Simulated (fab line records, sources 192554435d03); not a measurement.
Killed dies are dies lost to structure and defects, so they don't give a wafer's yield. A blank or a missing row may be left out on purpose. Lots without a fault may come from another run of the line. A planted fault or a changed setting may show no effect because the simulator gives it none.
Which tool did it? | flow n5_finfet | 12 lots, 36 wafers sampled, at 1 step of a route of 1938

WHAT THE GAUGES READ, wafer by wafer
N5_BEOL_M2_CD_MEAS_28: target cd 26.2 nm, target cd y 24.1 nm.
lot  | measured     | on        | cd_nm (nm)
L075 | day 6 16:41  | cd_sem-03 | 26.11 26.31 26.31
L077 | day 7 04:58  | cd_sem-02 | 25.82 26.10 26.67
L079 | day 7 17:10  | cd_sem-03 | 26.32 26.68 26.44
L081 | day 8 16:49  | cd_sem-03 | 26.09 26.35 26.10
L083 | day 8 18:55  | cd_sem-02 | 25.97 26.26 26.05
L085 | day 9 12:39  | cd_sem-02 | 26.01 26.09 26.28
L087 | day 9 21:26  | cd_sem-03 | 26.42 26.66 26.23
L089 | day 10 06:19 | cd_sem-03 | 26.24 26.46 26.07
L091 | day 10 16:02 | cd_sem-03 | 26.17 26.29 26.34
L094 | day 11 15:26 | cd_sem-02 | 26.31 26.35 26.46
L095 | day 12 02:59 | cd_sem-01 | 26.26 26.10 26.19
L097 | day 12 08:47 | cd_sem-01 | 25.74 25.90 26.16

WHICH TOOL RAN EACH LOT (tool, then ch and the chambers of the sampled wafers, then the start)
The record holds no process step before these readings.

THE ANSWER, worked out from the rows above alone
Rule: what is usual is taken from the lots themselves. Put in order of their means at a reading, lots are off if they are a third of the lots or fewer, leave a main group of 4 or more, and stand apart from it by a gap of 3 or more times the standard deviation of the main group's means; of several such gaps the widest counts. A main group whose means are all the same, to the digits that the tables above print for the reading, isn't used. A lot without any number at a reading at which 4 lots or more have one is off too. The other lots that the step has rows for count as sound.
No lot is off at any reading shown: from this, nothing can be told.

WHAT THE SIMULATOR HAD PUT IN
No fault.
